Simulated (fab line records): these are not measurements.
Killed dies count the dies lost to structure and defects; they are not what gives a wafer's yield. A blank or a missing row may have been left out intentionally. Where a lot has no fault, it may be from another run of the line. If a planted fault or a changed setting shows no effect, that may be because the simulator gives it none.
2 desks looking at one fault | flow nand-harc | numbers are kept per desk, each desk with only its own; the story behind them comes last

THE DEFECT DESK
Counts from the inspections along the route, per lot, as means over the sampled wafers that have a number. If a lot's mean is further than 4 standard deviations from the usual mean, the lot is out of limits and carries the mark OUT (the distance appears in the brackets).
Columns: A = raw-defect-count at NHARC_A_SIN_REMOVE_INSPECT_04, usual 385
lot  | first seen here | A
L257 | day 21 23:58    | 368
L259 | day 22 17:27    | 370
L260 | day 23 01:25    | 323
L262 | day 23 19:17    | 515
L263 | day 23 19:19    | 260
L265 | day 24 12:36    | 388
L264 | day 24 23:40    | 317
L272 | day 28 13:32    | 383
L273 | day 28 13:32    | 383
L275 | day 29 03:32    | 364
L274 | day 29 07:25    | 466
L277 | day 29 13:49    | 323
Finding of this desk: none of the 12 lots has anything out of limits.

DESK OF THE TOOL OWNER: ald-hk-02
The tool's own readings at NHARC_A_WL_FILL_ALD_00 (deposits Al2O3, target thk 3 nm, pulse time 3 s, ald cycles 30): means of the sampled wafers that have a number, for each lot that ran on this tool. If a lot's mean is further than 4 standard deviations from the usual mean, the lot is out of limits and carries the mark OUT (the distance appears in the brackets).
Columns: A = heater-power-w at NHARC_A_WL_FILL_ALD_00, usual 471 W; B = precursor-pulse-height-rel at NHARC_A_WL_FILL_ALD_00, usual 0.999
lot  | first seen here | A   | B
L259 | day 22 17:31    | 501 | 0.989
L262 | day 23 19:21    | 444 | 0.996
L263 | day 23 19:31    | 463 | 1.003
L265 | day 24 12:40    | 484 | 0.982
L264 | day 24 23:46    | 470 | 1.005
L273 | day 28 13:55    | 448 | 0.997
L272 | day 28 14:04    | 454 | 0.993
L275 | day 29 03:53    | 460 | 1.002
L277 | day 29 13:56    | 454 | 0.989
Finding of this desk: none of the 9 lots has anything out of limits.

ALL TOGETHER
No out-of-limits result turned up at the defect desk.
The tool owner's desk saw nothing out of limits.

WHAT HAD BEEN PUT IN BY THE SIMULATOR
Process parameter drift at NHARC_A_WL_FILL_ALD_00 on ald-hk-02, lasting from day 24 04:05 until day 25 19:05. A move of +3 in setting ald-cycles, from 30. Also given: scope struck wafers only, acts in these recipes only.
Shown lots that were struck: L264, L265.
